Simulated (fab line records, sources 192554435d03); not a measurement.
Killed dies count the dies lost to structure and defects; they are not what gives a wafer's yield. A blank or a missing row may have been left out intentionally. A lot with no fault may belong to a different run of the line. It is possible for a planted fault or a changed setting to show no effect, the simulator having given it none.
fab line records -- flow n5Finfet
record lots=7, wafers=39
route steps=1938 shown WELL_APT@39 PMOS_HMC_CHANNEL_EPI@78 DUMMY_GATE@237 HKMG_FIN@427 MOL_CONTACT_COAG@588
startH: the number of hours between the record's first day and the start of the first shown wafer of the lot -- waitH: hours from the lot's prior step to this one -- " as in the row above -- L1.1+2: a row that stands for several wafers -- - no value present, or no start provided -- * or withheld: withheld -- < > ~ a bound
route shown NAME@n: names a module that has steps shown in the file, with the first one's number in the route -- usual: average and standard deviation across the fault-free wafers -- same: alike in all rows -- chamber/n: place in a boat -- sites: the reading at each site -- _std_site: their standard deviation -- _edge_site: outer sites' mean less inner sites' -- radiusMm: how far each site lies from the wafer's centre -- mask NAME#n: copy n -- behind: tool/chamber where the wafer was last shaped -- hold: why the lot went on hold/how many hours it stayed there/how the hold came to an end -- device: names the non-switching transistor (n, p or np) -- end of line: tests run on the same wafers once the route is complete -- a step with no rows: only its recipe -- killed: the dies lost at the first sort to structure and to defects; this is not the yield of the wafer -- map: per-die view of a wafer (x killed, . not killed, _ where there is no die)
set.NAME: setting as actually run; set.NAME@STEP: the setting as run at that earlier step -- model.NAME: the simulator's own value behind a step, which no gauge read
lots whose settings were changed on purpose; a table a step, a row a wafer
## steps
# step N5_WELL_APT_EXPOSE_22
# recipe maskId=PWELL, na=0.8, sourceShape=conventional, sigmaOuter=0.8, polarization=unpolarized, defocusNm=0, targetCdNm=200, doseMj=23.2
lot.wafer,tool,chamber,startH,waitH,mask,set.doseMj
L075.1+2+3,krfScanner-02,0,20.78,-,PWELL#0,23.2
L075.4+5+6,krfScanner-02,0,20.78,-,PWELL#0,21.52
L077.1+2+6,krfScanner-01,0,32.68,-,PWELL#0,23.2
L077.3+4+5,krfScanner-01,0,32.68,-,PWELL#0,21.5
L080.1+2+3,krfScanner-01,0,50.85,-,PWELL#0,23.2
L080.4+5+6,krfScanner-01,0,50.85,-,PWELL#0,22.65
L082.1+5+6,krfScanner-01,0,62.60,-,PWELL#0,23.2
L082.2+3+4,krfScanner-01,0,62.60,-,PWELL#0,24.14
L083.1+2+3,krfScanner-01,0,68.65,-,PWELL#0,21.68
L083.4+5+6,krfScanner-01,0,68.65,-,PWELL#0,23.2
L087.1+2+5,krfScanner-01,0,93.56,-,PWELL#0,21.87
L087.3+4+6,krfScanner-01,0,93.56,-,PWELL#0,23.2
L097.1+4+5,krfScanner-02,0,153.17,-,PWELL#0,23.2
# step N5_WELL_APT_PEB_23
# recipe pebTempC=130, pebTimeS=90
# step N5_WELL_APT_DEVELOP_24
# recipe developTimeS=45, rinseLiquid=surfactantRinse, dry=airSpin, devTempC=21
# step N5_WELL_APT_HARDBAKE_29
# recipe tempC=130, timeS=120
# step N5_WELL_APT_CD_MEAS_25
# recipe targetCdNm=200, landingEnergyEv=500, detector=seInlens
# usual cdNm=199.0/1.8
lot.wafer,tool,chamber,startH,waitH,set.doseMj@WELL_APT_EXPOSE_22,cdNm
L075.1,cdSem-02,0,20.95,-,23.2,198.3
L075.2,cdSem-02,0,20.95,-,23.2,198.0
L075.3,cdSem-02,0,20.95,-,23.2,199.3
L075.4,cdSem-02,0,20.95,-,21.52,184.9
L075.5,cdSem-02,0,20.95,-,21.52,184.5
L075.6,cdSem-02,0,20.95,-,21.52,185.3
L077.1,cdSem-02,0,32.85,-,23.2,200.8
L077.2,cdSem-02,0,32.85,-,23.2,198.8
L077.3,cdSem-02,0,32.85,-,21.5,187.3
L077.4,cdSem-02,0,32.85,-,21.5,185.2
L077.5,cdSem-02,0,32.85,-,21.5,188.7
L077.6,cdSem-02,0,32.85,-,23.2,200.3
L080.1,cdSem-02,0,51.02,-,23.2,199.3
L080.2,cdSem-02,0,51.02,-,23.2,197.4
L080.3,cdSem-02,0,51.02,-,23.2,200.0
L080.4,cdSem-02,0,51.02,-,22.65,194.0
L080.5,cdSem-02,0,51.02,-,22.65,194.3
L080.6,cdSem-02,0,51.02,-,22.65,194.4
L082.1,cdSem-02,0,62.77,-,23.2,196.8
L082.2,cdSem-02,0,62.77,-,24.14,206.1
L082.3,cdSem-02,0,62.77,-,24.14,207.7
L082.4,cdSem-02,0,62.77,-,24.14,205.5
L082.5,cdSem-02,0,62.77,-,23.2,200.0
L082.6,cdSem-02,0,62.77,-,23.2,200.7
L083.1,cdSem-01,0,68.82,-,21.68,185.0
L083.2,cdSem-01,0,68.82,-,21.68,189.6
L083.3,cdSem-01,0,68.82,-,21.68,188.6
L083.4,cdSem-01,0,68.82,-,23.2,195.7
L083.5,cdSem-01,0,68.82,-,23.2,198.7
L083.6,cdSem-01,0,68.82,-,23.2,199.4
L087.1,cdSem-02,0,93.74,-,21.87,189.2
L087.2,cdSem-02,0,93.74,-,21.87,188.6
L087.3,cdSem-02,0,93.74,-,23.2,199.6
L087.4,cdSem-02,0,93.74,-,23.2,199.3
L087.5,cdSem-02,0,93.74,-,21.87,190.4
L087.6,cdSem-02,0,93.74,-,23.2,199.7
L097.1,cdSem-02,0,153.34,-,23.2,199.1
L097.4,cdSem-02,0,153.34,-,23.2,198.6
L097.5,cdSem-02,0,153.34,-,23.2,197.2
# step N5_WELL_APT_DESCUM_30
# recipe chemistry=O2, timeS=7.9, sourcePowerW=50, biasPowerW=20, pressureMtorr=20, rfFrequencyHz=2.712e+07, tempC=40, o2FlowSccm=225
lot.wafer,tool,chamber,startH,waitH,set.doseMj@WELL_APT_EXPOSE_22,model.WELL_APT.cdNm
L075.1,rieDiel-03,2,21.08,0.1,23.2,198.2
L075.2,rieDiel-03,3,21.08,0.1,23.2,198.1
L075.3,rieDiel-03,0,21.08,0.1,23.2,199.7
L075.4,rieDiel-03,1,21.08,0.1,21.52,184.8
L075.5,rieDiel-03,2,21.08,0.1,21.52,184.5
L075.6,rieDiel-03,1,21.08,0.1,21.52,185
L077.1,rieDiel-05,0,32.94,0.0,23.2,200.4
L077.2,rieDiel-05,2,32.94,0.0,23.2,199.2
L077.3,rieDiel-05,1,32.94,0.0,21.5,187.4
L077.4,rieDiel-05,1,32.94,0.0,21.5,185.2
L077.5,rieDiel-05,0,32.94,0.0,21.5,188.4
L077.6,rieDiel-05,2,32.94,0.0,23.2,200.2
L080.1,rieDiel-01,0,51.11,0.0,23.2,198.8
L080.2,rieDiel-01,3,51.11,0.0,23.2,197.2
L080.3,rieDiel-01,2,51.11,0.0,23.2,200
L080.4,rieDiel-01,1,51.11,0.0,22.65,193.9
L080.5,rieDiel-01,3,51.11,0.0,22.65,194.5
L080.6,rieDiel-01,2,51.11,0.0,22.65,194.4
L082.1,rieDiel-01,3,62.87,0.0,23.2,196.8
L082.2,rieDiel-01,1,62.87,0.0,24.14,206.4
L082.3,rieDiel-01,2,62.87,0.0,24.14,207.6
L082.4,rieDiel-01,0,62.87,0.0,24.14,205.4
L082.5,rieDiel-01,1,62.87,0.0,23.2,200.2
L082.6,rieDiel-01,2,62.87,0.0,23.2,200.7
L083.1,rieDiel-05,1,68.91,0.0,21.68,185
L083.2,rieDiel-05,3,68.91,0.0,21.68,190
L083.3,rieDiel-05,0,68.91,0.0,21.68,188.2
L083.4,rieDiel-05,2,68.91,0.0,23.2,195.8
L083.5,rieDiel-05,2,68.91,0.0,23.2,198.9
L083.6,rieDiel-05,3,68.91,0.0,23.2,199.2
L087.1,rieDiel-01,0,93.85,0.1,21.87,189.1
L087.2,rieDiel-01,2,93.85,0.1,21.87,188.3
L087.3,rieDiel-01,1,93.85,0.1,23.2,199.5
L087.4,rieDiel-01,3,93.85,0.1,23.2,199.7
L087.5,rieDiel-01,3,93.85,0.1,21.87,190.6
L087.6,rieDiel-01,2,93.85,0.1,23.2,199.9
L097.1,rieDiel-05,3,153.43,0.0,23.2,199.1
L097.4,rieDiel-05,0,153.43,0.0,23.2,198.5
L097.5,rieDiel-05,2,153.43,0.0,23.2,197.7
# step N5_PMOS_HMC_CHANNEL_EPI_EPI_20
# recipe material=SiGe30, maskMaterial=SiO2, pressureTorr=20, targetThkA=590, tempC=600
lot.wafer,tool,chamber,startH,waitH,set.pressureTorr,model.SiGe30_of_PMOS_HMC_CHANNEL_EPI_EPI_20.thkNm
L075.1,epiRpcvd-02,0,24.13,0.0,20,59.77
L075.2,epiRpcvd-02,0,24.13,0.0,20,60.23
L075.3,epiRpcvd-02,0,24.13,0.0,20,59.82
L075.4,epiRpcvd-02,0,24.13,0.0,20,59.95
L075.5,epiRpcvd-02,0,24.13,0.0,20,59.58
L075.6,epiRpcvd-02,0,24.13,0.0,20,59.52
L077.1,epiRpcvd-03,0,36.29,0.0,16.97,56.49
L077.2,epiRpcvd-03,0,36.29,0.0,16.97,55.25
L077.3,epiRpcvd-03,0,36.29,0.0,16.97,55.68
L077.4,epiRpcvd-03,0,36.29,0.0,16.97,55.49
L077.5,epiRpcvd-03,0,36.29,0.0,16.97,55.81
L077.6,epiRpcvd-03,0,36.29,0.0,16.97,55.54
L080.1,epiRpcvd-01,0,55.62,0.0,17.53,55.33
L080.2,epiRpcvd-01,0,55.62,0.0,17.53,55.47
L080.3,epiRpcvd-01,0,55.62,0.0,17.53,55.44
L080.4,epiRpcvd-01,0,55.62,0.0,17.53,55.11
L080.5,epiRpcvd-01,0,55.62,0.0,17.53,55.96
L080.6,epiRpcvd-01,0,55.62,0.0,17.53,55.48
L082.1,epiRpcvd-01,0,65.54,0.0,21.78,59.7
L082.2,epiRpcvd-01,0,65.54,0.0,21.78,60.02
L082.3,epiRpcvd-01,0,65.54,0.0,21.78,60.29
L082.4,epiRpcvd-01,0,65.54,0.0,21.78,59.93
L082.5,epiRpcvd-01,0,65.54,0.0,21.78,60.23
L082.6,epiRpcvd-01,0,65.54,0.0,21.78,60.34
L083.1,epiRpcvd-02,0,72.34,0.0,20,58.85
L083.2,epiRpcvd-02,0,72.34,0.0,20,60.59
L083.3,epiRpcvd-02,0,72.34,0.0,20,60.1
L083.4,epiRpcvd-02,0,72.34,0.0,20,59.33
L083.5,epiRpcvd-02,0,72.34,0.0,20,59.77
L083.6,epiRpcvd-02,0,72.34,0.0,20,60.29
L087.1,epiRpcvd-03,0,96.73,0.0,20,58.82
L087.2,epiRpcvd-03,0,96.73,0.0,20,59.28
L087.3,epiRpcvd-03,0,96.73,0.0,20,59.59
L087.4,epiRpcvd-03,0,96.73,0.0,20,59.62
L087.5,epiRpcvd-03,0,96.73,0.0,20,59.18
L087.6,epiRpcvd-03,0,96.73,0.0,20,58.47
L097.1,epiRpcvd-01,0,156.30,0.0,20,59.67
L097.4,epiRpcvd-01,0,157.37,1.1,20,59.88
L097.5,epiRpcvd-01,0,157.37,1.1,20,59.65
# step N5_DUMMY_GATE_ETCH_37
# recipe chemistry=N2/H2, target=SOC, targetDepthA=600, overetchA=300, tempC=40, ionEnergyEv=200, pressureMtorr=30, sourceW=840, biasW=150, n2FlowSccm=200, h2FlowSccm=200
# usual rfVppV=524.3/2
lot.wafer,tool,chamber,startH,waitH,set.sourceW,rfVppV,model.SiARC_of_DUMMY_GATE_COAT_35.thkNm
L075.1,rieDiel-06,2,52.87,0.0,712.6,551.3,5.4
L075.2,rieDiel-06,0,52.87,0.0,840,524.7,4.8
L075.3,rieDiel-06,3,52.87,0.0,712.6,551.6,5.4
L075.4,rieDiel-06,0,52.87,0.0,840,527.3,4.8
L075.5,rieDiel-06,3,52.87,0.0,840,521.0,5
L075.6,rieDiel-06,2,52.87,0.0,712.6,552.3,5.4
L077.1,rieDiel-04,1,65.70,0.0,840,521.9,5.2
L077.2,rieDiel-04,3,65.70,0.0,840,527.2,5.2
L077.3,rieDiel-04,2,65.70,0.0,840,527.8,5.2
L077.4,rieDiel-04,0,65.70,0.0,840,521.5,5.2
L077.5,rieDiel-04,2,65.70,0.0,840,525.9,5.2
L077.6,rieDiel-04,3,65.70,0.0,840,526.2,5
L080.1,rieDiel-06,0,84.02,0.0,840,527.0,5
L080.2,rieDiel-06,3,84.02,0.0,840,521.7,5
L080.3,rieDiel-06,1,84.02,0.0,742.7,546.2,5.4
L080.4,rieDiel-06,2,84.02,0.0,742.7,542.8,5.4
L080.5,rieDiel-06,3,84.02,0.0,840,520.4,5
L080.6,rieDiel-06,2,84.02,0.0,742.7,544.3,5.4
L082.1,rieDiel-02,0,93.29,0.0,840,525.8,5.2
L082.2,rieDiel-02,1,93.29,0.0,704.7,557.0,5.6
L082.3,rieDiel-02,2,93.29,0.0,704.7,555.5,5.6
L082.4,rieDiel-02,3,93.29,0.0,840,524.9,5
L082.5,rieDiel-02,2,93.29,0.0,840,523.2,5.2
L082.6,rieDiel-02,3,93.29,0.0,704.7,556.8,5.6
L083.1,rieDiel-04,1,106.05,0.0,840,521.1,5.2
L083.2,rieDiel-04,0,106.05,0.0,840,523.2,5.4
L083.3,rieDiel-04,2,106.05,0.0,840,527.3,5.2
L083.4,rieDiel-04,3,106.05,0.0,840,526.3,5
L083.5,rieDiel-04,3,106.05,0.0,840,526.5,5
L083.6,rieDiel-04,0,106.05,0.0,840,523.2,5.4
L087.1,rieDiel-04,2,129.83,0.0,840,525.7,5
L087.2,rieDiel-04,0,129.83,0.0,840,523.5,5.2
L087.3,rieDiel-04,1,129.83,0.0,840,519.4,5
L087.4,rieDiel-04,3,129.83,0.0,840,526.1,5
L087.5,rieDiel-04,3,129.83,0.0,840,528.1,5
L087.6,rieDiel-04,2,129.83,0.0,840,527.5,5.2
L097.1,rieDiel-02,3,190.09,0.0,840,524.2,5
L097.4,rieDiel-02,0,190.09,0.0,840,524.9,5
L097.5,rieDiel-02,0,190.09,0.0,840,525.1,5
# step N5_HKMG_FIN_EXPOSE_09
# recipe maskId=NWFM, na=1.35, sourceShape=conventional, sigmaOuter=0.8, polarization=unpolarized, doseMj=39.25
lot.wafer,tool,chamber,startH,waitH,mask,set.doseMj
L075.1+2+3+4+5+6,arfiScanner-01,0,81.42,-,NWFM#0,39.25
L077.1+2+3,arfiScanner-02,0,98.49,-,NWFM#0,39.25
L077.4+5+6,arfiScanner-02,0,98.49,-,NWFM#0,40.87
L080.1+3+4,arfiScanner-01,0,113.47,-,NWFM#0,39.25
L080.2+5+6,arfiScanner-01,0,113.47,-,NWFM#0,36.88
L082.1+2+3+4+5+6,arfiScanner-03,0,125.05,-,NWFM#0,39.25
L083.1+3+5,arfiScanner-02,0,136.27,-,NWFM#0,39.25
L083.2+4+6,arfiScanner-02,0,136.27,-,NWFM#0,37.63
L087.1+4+6,arfiScanner-03,0,158.03,-,NWFM#0,41.32
L087.2+3+5,arfiScanner-03,0,158.03,-,NWFM#0,39.25
L097.1+4+5,arfiScanner-03,0,217.19,-,NWFM#0,39.25
# step N5_HKMG_FIN_PEB_10
# recipe pebTempC=withheld, pebTimeS=60, resist=CAR-ArF
# step N5_HKMG_FIN_DEVELOP_11
# recipe developTimeS=30, developer=TMAH, resist=CAR-ArF, devTempC=23, rinseLiquid=diw, dry=airSpin
# step N5_HKMG_FIN_CD_MEAS_12
# recipe targetCdNm=92.8, landingEnergyEv=500, detector=seInlens
# usual cdNm=92.5/0.53
lot.wafer,tool,chamber,startH,waitH,set.doseMj@HKMG_FIN_EXPOSE_09,cdNm
L075.1,cdSem-03,0,81.54,-,39.25,92.2
L075.2,cdSem-03,0,81.54,-,39.25,91.5
L075.3,cdSem-03,0,81.54,-,39.25,91.3
L075.4,cdSem-03,0,81.54,-,39.25,92.1
L075.5,cdSem-03,0,81.54,-,39.25,91.5
L075.6,cdSem-03,0,81.54,-,39.25,91.7
L077.1,cdSem-02,0,98.62,-,39.25,92.1
L077.2,cdSem-02,0,98.62,-,39.25,92.7
L077.3,cdSem-02,0,98.62,-,39.25,92.8
L077.4,cdSem-02,0,98.62,-,40.87,95.5
L077.5,cdSem-02,0,98.62,-,40.87,95.5
L077.6,cdSem-02,0,98.62,-,40.87,94.6
L080.1,cdSem-03,0,113.60,-,39.25,92.7
L080.2,cdSem-03,0,113.60,-,36.88,88.0
L080.3,cdSem-03,0,113.60,-,39.25,92.8
L080.4,cdSem-03,0,113.60,-,39.25,92.8
L080.5,cdSem-03,0,113.60,-,36.88,88.1
L080.6,cdSem-03,0,113.60,-,36.88,87.7
L082.1,cdSem-01,0,125.17,-,39.25,92.6
L082.2,cdSem-01,0,125.17,-,39.25,92.7
L082.3,cdSem-01,0,125.17,-,39.25,93.0
L082.4,cdSem-01,0,125.17,-,39.25,92.3
L082.5,cdSem-01,0,125.17,-,39.25,92.5
L082.6,cdSem-01,0,125.17,-,39.25,92.2
L083.1,cdSem-02,0,136.39,-,39.25,92.9
L083.2,cdSem-02,0,136.39,-,37.63,89.9
L083.3,cdSem-02,0,136.39,-,39.25,92.0
L083.4,cdSem-02,0,136.39,-,37.63,89.9
L083.5,cdSem-02,0,136.39,-,39.25,91.1
L083.6,cdSem-02,0,136.39,-,37.63,90.2
L087.1,cdSem-03,0,158.15,-,41.32,95.8
L087.2,cdSem-03,0,158.15,-,39.25,93.4
L087.3,cdSem-03,0,158.15,-,39.25,93.0
L087.4,cdSem-03,0,158.15,-,41.32,96.7
L087.5,cdSem-03,0,158.15,-,39.25,93.0
L087.6,cdSem-03,0,158.15,-,41.32,97.4
L097.1,cdSem-01,0,217.32,-,39.25,92.5
L097.4,cdSem-01,0,217.32,-,39.25,92.4
L097.5,cdSem-01,0,217.32,-,39.25,92.6
# step N5_MOL_CONTACT_COAG_ETCH_47
# recipe chemistry=CH3F/O2, target=SiNx, targetDepthA=270, maskMaterial=SiO2, stopOn=W, overEtchFrac=0.2, ionEnergyEv=120, endpoint=OES-CN, pressureMtorr=30, sourceW=395, biasW=73, Ar_flow_sccm=150, CH3F_flow_sccm=30, O2_flow_sccm=20, ends=endPoint
# usual rfVppV=298/4.4
lot.wafer,tool,chamber,startH,waitH,set.sourceW,rfVppV
L075.1,rieDiel-03,3,110.29,0.0,467.3,273
L075.2,rieDiel-03,0,110.29,0.0,467.3,282
L075.3,rieDiel-03,1,110.29,0.0,467.3,274
L075.4,rieDiel-03,2,110.29,0.0,395,301
L075.5,rieDiel-03,0,110.29,0.0,395,305
L075.6,rieDiel-03,3,110.29,0.0,395,298
L077.1,rieDiel-03,3,126.63,0.0,395,294
L077.2,rieDiel-03,1,126.63,0.0,395,297
L077.3,rieDiel-03,0,126.63,0.0,395,306
L077.4,rieDiel-03,2,126.63,0.0,395,302
L077.5,rieDiel-03,3,126.63,0.0,395,296
L077.6,rieDiel-03,2,126.63,0.0,395,301
L080.1,rieDiel-05,2,137.74,0.0,459.7,277
L080.2,rieDiel-05,1,137.74,0.0,395,289
L080.3,rieDiel-05,3,137.74,0.0,395,303
L080.4,rieDiel-05,0,137.74,0.0,459.7,278
L080.5,rieDiel-05,1,137.74,0.0,395,289
L080.6,rieDiel-05,2,137.74,0.0,459.7,278
L082.1,rieDiel-01,1,149.60,0.0,421.6,287
L082.2,rieDiel-01,2,149.60,0.0,421.6,287
L082.3,rieDiel-01,0,149.60,0.0,395,298
L082.4,rieDiel-01,3,149.60,0.0,395,300
L082.5,rieDiel-01,3,149.60,0.0,421.6,292
L082.6,rieDiel-01,0,149.60,0.0,395,297
L083.1,rieDiel-01,3,162.54,0.0,395,302
L083.2,rieDiel-01,1,162.54,0.0,352.3,312
L083.3,rieDiel-01,0,162.54,0.0,395,298
L083.4,rieDiel-01,0,162.54,0.0,352.3,314
L083.5,rieDiel-01,3,162.54,0.0,352.3,318
L083.6,rieDiel-01,1,162.54,0.0,395,294
L087.1,rieDiel-03,0,186.21,0.0,438,292
L087.2,rieDiel-03,1,186.21,0.0,438,281
L087.3,rieDiel-03,2,186.21,0.0,438,287
L087.4,rieDiel-03,3,186.21,0.0,395,296
L087.5,rieDiel-03,3,186.21,0.0,395,295
L087.6,rieDiel-03,2,186.21,0.0,395,299
L097.1,rieDiel-03,2,239.05,0.0,395,301
L097.4,rieDiel-03,0,239.05,0.0,395,305
L097.5,rieDiel-03,0,239.05,0.0,395,306
## key
split step=N5_WELL_APT_EXPOSE_22, setting=doseMj, stated=23.2, by=wafer
response step=N5_WELL_APT_CD_MEAS_25, reading=cdNm, change=+1.76, per=1%, r=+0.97
response step=N5_WELL_APT_DESCUM_30, reading=model.WELL_APT.cdNm, change=+1.77, per=1%, r=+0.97
split step=N5_PMOS_HMC_CHANNEL_EPI_EPI_20, setting=pressureTorr, stated=20, by=lot
response step=N5_PMOS_HMC_CHANNEL_EPI_EPI_20, reading=model.SiGe30_of_PMOS_HMC_CHANNEL_EPI_EPI_20.thkNm, change=+0.228, per=1%, r=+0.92
split step=N5_DUMMY_GATE_ETCH_37, setting=sourceW, stated=840, by=wafer
response step=N5_DUMMY_GATE_ETCH_37, reading=rfVppV, change=-1.88, per=1%, r=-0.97
response step=N5_DUMMY_GATE_ETCH_37, reading=model.SiARC_of_DUMMY_GATE_COAT_35.thkNm, change=-0.0325, per=1%, r=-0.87
split step=N5_HKMG_FIN_EXPOSE_09, setting=doseMj, stated=39.25, by=wafer
response step=N5_HKMG_FIN_CD_MEAS_12, reading=cdNm, change=+0.682, per=1%, r=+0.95
split step=N5_MOL_CONTACT_COAG_ETCH_47, setting=sourceW, stated=395, by=wafer
response step=N5_MOL_CONTACT_COAG_ETCH_47, reading=rfVppV, change=-1.21, per=1%, r=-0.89
